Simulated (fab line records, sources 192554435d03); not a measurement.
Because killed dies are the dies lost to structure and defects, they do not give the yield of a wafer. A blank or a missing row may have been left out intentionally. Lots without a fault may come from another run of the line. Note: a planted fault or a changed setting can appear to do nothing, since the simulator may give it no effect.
Split-lot trial | flow n5 finfet | route with 1938 steps; 7 lots, 21 wafers read

== ABOUT THE SPLIT ==
At N5_BEOL_M1_HM_DEP_02 (deposits TiN, target thk 20 nm), the setting target thk a was moved away from the recipe's 200 angstrom on 9 of the 21 wafers read, by -11.2% to +10.6%. This setting was run at the recipe's value on the other wafers.

== FROM THE SPLIT TO THE READING: what the file shows between them, 14 steps ==
- N5_BEOL_M1_COAT_62: time 60 s, resist thk 12 nm (also split here: spin rpm)
- N5_BEOL_M1_COAT_73: time 60 s, resist thk 5 nm
- N5_BEOL_M1_COAT_05: resist thk 30 nm
- N5_BEOL_M1_DESCUM_16: chemistry O2, time 7 s
- N5_BEOL_M1_ETCH_74: etches underlayer in N2/H2, target depth 6.5 nm, time 5.2 s
- N5_BEOL_M1_ETCH_63: etches SiARC in CF4, target depth 15.6 nm, time 26 s
- N5_BEOL_M1_ETCH_64: etches SOC in N2/H2, target depth 75 nm, overetch 15 nm, time 112.5 s
- N5_BEOL_M1_STRIP_65: strips in N2/H2
- N5_BEOL_M1_STRIP_75: strips in N2/H2
- N5_BEOL_M1_STRIP_66: strips in CF4
- N5_BEOL_M1_HM_OPEN_17: chemistry Cl2/BCl3, target TiN, target depth 20 nm, overetch 6 nm
- N5_BEOL_M1_STRIP_19: strips in O2
- N5_BEOL_M1_STRIP_83: strips in C4F6/O2
- N5_BEOL_M1_STRIP_36: strips in N2/H2

== THE READING ==
TiN_of_BEOL_M1_HM_DEP_02.thk nm (the simulator's own value, which no gauge read), in nm, at N5_BEOL_M1_TRENCH_ETCH_37 (etches SiOC in C4F6/O2, target depth 55.207 nm, time 29 s). The file does not state a usual value for it. Here, 12 wafers ran the recipe; their average is 17.6 nm with a standard deviation of 0.28 nm.

wafer  | tool, chamber at the split | target thk a as run, angstrom | against the recipe | TiN_of_BEOL_M1_HM_DEP_02.thk nm, nm | against lot-mates on the recipe
L074.2 | pvd sputter-03, -          | 200                           | recipe             | 17.4                                | -
L074.3 | pvd sputter-03, -          | 190.8                         | -4.6%              | 16.4                                | -1.0
L074.4 | pvd sputter-03, -          | 190.8                         | -4.6%              | 16.6                                | -0.8
L076.1 | pvd sputter-01, -          | 200                           | recipe             | 17.8                                | -
L076.2 | pvd sputter-01, -          | 216                           | +8.0%              | 19.4                                | +1.6
L076.5 | pvd sputter-01, -          | 216                           | +8.0%              | 19.4                                | +1.6
L084.3 | pvd sputter-01, -          | 221.2                         | +10.6%             | 20.4                                | +2.2
L084.5 | pvd sputter-01, -          | 221.2                         | +10.6%             | 20.4                                | +2.2
L084.6 | pvd sputter-01, -          | 200                           | recipe             | 18.2                                | -
L085.1 | pvd sputter-03, -          | 200                           | recipe             | 17.4                                | -
L085.6 | pvd sputter-03, -          | 200                           | recipe             | 17.4                                | -
L085.5 | pvd sputter-03, -          | 200                           | recipe             | 17.6                                | -
L092.1 | pvd sputter-02, -          | 200                           | recipe             | 17.4                                | -
L092.2 | pvd sputter-02, -          | 200                           | recipe             | 17.4                                | -
L092.3 | pvd sputter-02, -          | 200                           | recipe             | 17.6                                | -
L093.2 | pvd sputter-01, -          | 177.6                         | -11.2%             | 15.4                                | -2.6
L093.3 | pvd sputter-01, -          | 177.6                         | -11.2%             | 15.8                                | -2.2
L093.4 | pvd sputter-01, -          | 200                           | recipe             | 18                                  | -
L091.1 | pvd sputter-01, -          | 192                           | -4.0%              | 16.6                                | -0.7
L091.5 | pvd sputter-01, -          | 200                           | recipe             | 17.4                                | -
L091.6 | pvd sputter-01, -          | 200                           | recipe             | 17.2                                | -

THE FIT
A straight line over all 21 wafers: TiN_of_BEOL_M1_HM_DEP_02.thk nm changes by +0.222 nm for each +1% of target thk a; r = +0.97; the points scatter about the line by 0.31 nm.
The same after taking each lot's own level away (the mean of its wafers on the recipe; 21 wafers): +0.207 nm for each +1%; r = +1.00; scatter 0.11 nm.
On that fit, the largest move of target thk a shifts the reading by 2.3 nm.
From 17.30 to 18.20 nm: that is the span of the lots' own levels, equal to 3.2 times the standard deviation above.
The two slopes agree, so the slope changes little with the lot-to-lot level.
Check: -2.23 nm against its lot-mates is what the line predicts for one of the wafers moved furthest among these (-11.2%) when that wafer is left out of the fit. It came out at -2.6 nm against them.

== FURTHER SPLITS ON THESE WAFERS ==
Note: prior to the reading, these wafers also went through further splits. Each is held against what the fit with the lots' levels taken away leaves over:
other split on the same wafers    | wafers away from the commonest value | r with TiN_of_BEOL_M1_HM_DEP_02.thk nm (lot level and that fit taken away)
N5_BEOL_M0_SAQP_EXPOSE_37 dose mj | 7                                    | +0.20
N5_BEOL_M1_COAT_62 spin rpm       | 11                                   | +0.40

== THE WHOLE CHAIN: every reading that the file lists as answering this split, in the file's order ==
step                      | what it does                                                      | reading                                                                          | change (the file's fit)               | r (the file's)
N5_BEOL_M1_HM_DEP_02      | deposits TiN, target thk 20 nm                                    | TiN_of_BEOL_M1_HM_DEP_02.thk nm (the simulator's own value, which no gauge read) | +0.198 nm for each +1% of the setting | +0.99
N5_BEOL_M1_HM_OPEN_17     | chemistry Cl2/BCl3, target TiN, target depth 20 nm, overetch 6 nm | etch.depth nm (the simulator's own value, which no gauge read)                   | +0.199 nm for each +1% of the setting | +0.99
N5_BEOL_M1_TRENCH_ETCH_37 | etches SiOC in C4F6/O2, target depth 55.207 nm, time 29 s         | TiN_of_BEOL_M1_HM_DEP_02.thk nm (the simulator's own value, which no gauge read) | +0.206 nm for each +1% of the setting | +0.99

== FILE'S OWN FIT ==
TiN_of_BEOL_M1_HM_DEP_02.thk nm changes by +0.206 nm for each +1% of target thk a, r = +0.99.
